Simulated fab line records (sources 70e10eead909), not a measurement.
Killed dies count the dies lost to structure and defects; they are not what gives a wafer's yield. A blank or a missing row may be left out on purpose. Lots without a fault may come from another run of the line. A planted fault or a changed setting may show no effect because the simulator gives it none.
Chamber matching :: flow nand_harc :: 4 sister chambers for NHARC_P_M1_CMP_23 on cmp-01
The step polishes, t overpolish 20 s, target thk 157.82 nm. 14 wafers are shown with their chamber, then 7 later ones without.

== WAFERS WITH THEIR CHAMBER ==
wafer: L759.1
chamber: 2
motor_current_A (A): 11.0
time_to_endpoint_s (s): 32

wafer: L759.2
chamber: 0
motor_current_A (A): 12.3
time_to_endpoint_s (s): 31

wafer: L759.4
chamber: 3
motor_current_A (A): 11.0
time_to_endpoint_s (s): 38

wafer: L760.3
chamber: 2
motor_current_A (A): 11.6
time_to_endpoint_s (s): 28

wafer: L760.4
chamber: 1
motor_current_A (A): 12.7
time_to_endpoint_s (s): 32

wafer: L760.5
chamber: 1
motor_current_A (A): 13.5
time_to_endpoint_s (s): 32

wafer: L764.2
chamber: 2
motor_current_A (A): 10.9
time_to_endpoint_s (s): 26

wafer: L764.3
chamber: 3
motor_current_A (A): 11.3
time_to_endpoint_s (s): 33

wafer: L764.6
chamber: 2
motor_current_A (A): 11.1
time_to_endpoint_s (s): 26

wafer: L773.1
chamber: 0
motor_current_A (A): 12.6
time_to_endpoint_s (s): 30

wafer: L773.3
chamber: 3
motor_current_A (A): 11.9
time_to_endpoint_s (s): 36

wafer: L773.4
chamber: 2
motor_current_A (A): 10.6
time_to_endpoint_s (s): 28

wafer: L775.1
chamber: 0
motor_current_A (A): 13.0
time_to_endpoint_s (s): 29

wafer: L775.4
chamber: 1
motor_current_A (A): 12.9
time_to_endpoint_s (s): 28

SIGNATURES (means of the wafers above)
reading: motor_current_A
chamber 0: 12.633
chamber 1: 13.033
chamber 2: 11.040
chamber 3: 11.400
scatter within a chamber: 0.393

reading: time_to_endpoint_s
chamber 0: 30.00
chamber 1: 30.67
chamber 2: 28.00
chamber 3: 35.67
scatter within a chamber: 2.22
Rule: a wafer lies at a distance from a chamber equal to the root of the sum of squares, over the readings, of (its reading less the chamber's mean, divided by the reading's scatter). If the next closest chamber is less than 2 further off than the closest, the wafer can't be placed; otherwise it belongs to the closest. The scatter: take each reading less its chamber's mean, square it, sum over the shown wafers, divide by the number of wafers less the number of chambers, and take the root.

== WAFERS MISSING THEIR CHAMBER ==
wafer: L775.6
motor_current_A (A): 12.6
time_to_endpoint_s (s): 29

wafer: L778.3
motor_current_A (A): 12.4
time_to_endpoint_s (s): 31

wafer: L778.5
motor_current_A (A): 13.0
time_to_endpoint_s (s): 31

wafer: L778.6
motor_current_A (A): 12.6
time_to_endpoint_s (s): 30

wafer: L779.2
motor_current_A (A): 11.8
time_to_endpoint_s (s): 33

wafer: L779.3
motor_current_A (A): 13.0
time_to_endpoint_s (s): 28

wafer: L779.5
motor_current_A (A): 12.8
time_to_endpoint_s (s): 29

== WHICH CHAMBER EACH WENT THROUGH ==
wafer: L775.6
from the rows above: can't be placed: 0 or 1
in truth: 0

wafer: L778.3
from the rows above: can't be placed: 0 or 1
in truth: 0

wafer: L778.5
from the rows above: can't be placed: 1 or 0
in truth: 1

wafer: L778.6
from the rows above: can't be placed: 0 or 1
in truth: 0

wafer: L779.2
from the rows above: can't be placed: 3 or 0 or 2 or 1
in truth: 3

wafer: L779.3
from the rows above: can't be placed: 1 or 0
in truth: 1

wafer: L779.5
from the rows above: can't be placed: 0 or 1
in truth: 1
Placed correctly: 0 of 7. Unplaceable from these rows: 7, with the true chamber sitting among the candidates in 7. 0 placed wrongly.
